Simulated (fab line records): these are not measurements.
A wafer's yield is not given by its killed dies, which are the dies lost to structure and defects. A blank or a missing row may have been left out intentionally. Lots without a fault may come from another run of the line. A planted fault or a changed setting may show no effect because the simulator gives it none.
2 desks looking at one fault / flow nand-harc / each desk has only its own numbers; what lay behind them comes last

THE DEFECT DESK
For each lot, the counts of the inspections along the route, averaged over the sampled wafers that have a number. If a lot's mean is further than 4 standard deviations from the usual mean, the lot is out of limits and carries the mark OUT (the distance appears in the brackets).
Columns: A = raw-defect-count at NHARC_A_CONTACT_INSPECT_10, usual 85
lot=L418; first seen here=day 23 18:41; A=23
lot=L416; first seen here=day 23 19:20; A=121
lot=L417; first seen here=day 24 00:49; A=18
lot=L422; first seen here=day 25 10:37; A=1239 (+29) OUT
lot=L421; first seen here=day 25 14:05; A=1232 (+29) OUT
lot=L428; first seen here=day 27 15:34; A=92
lot=L430; first seen here=day 28 12:43; A=149
lot=L431; first seen here=day 29 05:20; A=85
lot=L432; first seen here=day 29 20:31; A=131
lot=L435; first seen here=day 30 22:13; A=71
lot=L436; first seen here=day 31 03:42; A=83
lot=L437; first seen here=day 31 09:58; A=70
This desk's verdict: out of limits on L421, L422, starting with L422 at day 25 10:37 (raw-defect-count at NHARC_A_CONTACT_INSPECT_10). Within limits: L418, L416, L417, L428, L430, L431, L432, L435, L436, L437.

THE TOOL OWNER'S DESK: pecvd-04
The tool's own readings at NHARC_A_CONTACT_DEP_85 (deposits SiON, target thk 60 nm): means of the sampled wafers that have a number, for each lot that ran on this tool. If a lot's mean is further than 4 standard deviations from the usual mean, the lot is out of limits and carries the mark OUT (the distance appears in the brackets).
Columns: A = heater-power-w at NHARC_A_CONTACT_DEP_85, usual 773 W; B = showerhead-vpp-V at NHARC_A_CONTACT_DEP_85, usual 1144 V
lot=L418; first seen here=day 23 17:58; A=798; B=1148
lot=L417; first seen here=day 24 00:03; A=758; B=1149
lot=L422; first seen here=day 25 09:47; A=811; B=1075
lot=L421; first seen here=day 25 13:22; A=810; B=1155
lot=L430; first seen here=day 28 11:52; A=709; B=1171
lot=L431; first seen here=day 29 04:32; A=688; B=1183
lot=L432; first seen here=day 29 19:43; A=701; B=1172
lot=L436; first seen here=day 31 02:59; A=760; B=1115
Result from this desk: across the 8 lots, nothing is out of limits.

PUT TOGETHER
The defect desk could have raised an alarm at day 25 10:37, on L421, L422.
Nothing out of limits was seen by the tool owner's desk.
The tool owner's desk has L421, L422 on record, within its limits.
Every lot named ran NHARC_A_CONTACT_DEP_85 on pecvd-04.

WHAT THE SIMULATOR HAD INSERTED
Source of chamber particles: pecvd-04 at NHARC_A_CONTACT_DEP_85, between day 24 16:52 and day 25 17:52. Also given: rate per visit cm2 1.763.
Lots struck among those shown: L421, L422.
Hours from the fault's start to each desk's first reading out of limits: the defect desk, 18.
